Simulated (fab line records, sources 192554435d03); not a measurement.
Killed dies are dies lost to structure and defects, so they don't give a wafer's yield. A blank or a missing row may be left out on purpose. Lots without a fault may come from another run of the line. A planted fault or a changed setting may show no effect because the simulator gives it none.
Chamber matching | flow n5_finfet | N5_BEOL_M7_CURE_74 on uv_cure-03: 3 sister chambers
The step cures SiCOH lowk, time 240 s. 30 wafers are shown with their chamber, then 12 later ones without.

WAFERS WITH THEIR CHAMBER
wafer  | chamber | lamp_power_pct (%) | wafer_temp_C_max
L075.2 | 2       | 52.33              | 386.4
L075.4 | 2       | 52.32              | 386.8
L075.6 | 2       | 52.29              | 386.5
L077.1 | 0       | 52.36              | 386.9
L077.2 | 0       | 52.26              | 386.2
L077.3 | 0       | 52.43              | 386.6
L076.3 | 1       | 52.39              | 386.6
L076.4 | 1       | 52.33              | 387.2
L076.6 | 1       | 52.30              | 387.0
L085.3 | 0       | 52.29              | 386.7
L085.5 | 0       | 52.25              | 387.2
L085.6 | 0       | 52.26              | 387.3
L088.1 | 2       | 52.40              | 387.4
L088.5 | 2       | 52.35              | 386.9
L088.6 | 2       | 52.25              | 388.3
L086.1 | 1       | 52.45              | 386.7
L086.4 | 1       | 52.37              | 386.4
L086.5 | 1       | 52.33              | 387.4
L086.2 | 1       | 52.42              | 386.4
L086.3 | 1       | 52.38              | 387.0
L086.6 | 1       | 52.19              | 387.3
L089.1 | 2       | 52.34              | 386.9
L089.2 | 2       | 52.28              | 387.3
L089.6 | 2       | 52.20              | 387.1
L091.1 | 2       | 52.25              | 387.2
L091.4 | 2       | 52.25              | 386.5
L091.5 | 2       | 52.37              | 386.4
L093.1 | 1       | 52.23              | 387.2
L093.3 | 1       | 52.40              | 387.3
L093.4 | 1       | 52.34              | 387.2

SIGNATURES (means of the wafers above)
reading          | chamber 0 | chamber 1 | chamber 2 | scatter within a chamber
lamp_power_pct   | 52.3083   | 52.3442   | 52.3025   | 0.0687
wafer_temp_C_max | 386.817   | 386.975   | 386.975   | 0.452
Rule: a wafer's distance from a chamber is the root of the sum, over the readings, of the square of ((its reading less the chamber's mean) divided by the reading's scatter). The wafer belongs to the nearest chamber; if the next one is less than 2 further off, it can't be placed. The scatter: the root of (the sum of the squares of (reading less its chamber's mean) over the shown wafers, divided by (wafers less chambers)).

WAFERS WITHOUT THEIR CHAMBER
wafer  | lamp_power_pct (%) | wafer_temp_C_max
L093.2 | 52.31              | 387.6
L093.5 | 52.36              | 387.2
L093.6 | 52.35              | 387.1
L094.1 | 52.33              | 386.6
L094.5 | 52.44              | 387.0
L094.6 | 52.36              | 386.9
L094.2 | 52.30              | 386.7
L094.3 | 52.24              | 387.5
L094.4 | 52.23              | 386.7
L097.2 | 52.21              | 386.6
L097.4 | 52.31              | 387.5
L097.5 | 52.41              | 386.8

WHICH CHAMBER EACH WENT THROUGH
wafer  | from the rows above          | in truth
L093.2 | can't be placed: 2 or 1 or 0 | 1
L093.5 | can't be placed: 1 or 2 or 0 | 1
L093.6 | can't be placed: 1 or 2 or 0 | 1
L094.1 | can't be placed: 0 or 1 or 2 | 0
L094.5 | can't be placed: 1 or 0 or 2 | 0
L094.6 | can't be placed: 1 or 0 or 2 | 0
L094.2 | can't be placed: 0 or 2 or 1 | 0
L094.3 | can't be placed: 2 or 0 or 1 | 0
L094.4 | can't be placed: 0 or 2 or 1 | 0
L097.2 | can't be placed: 0 or 2 or 1 | 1
L097.4 | can't be placed: 2 or 1 or 0 | 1
L097.5 | can't be placed: 1 or 0 or 2 | 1
Placed correctly: 0 of 12. Can't be placed from these rows: 12 (the true chamber is among the candidates in 12). Placed wrongly: 0.
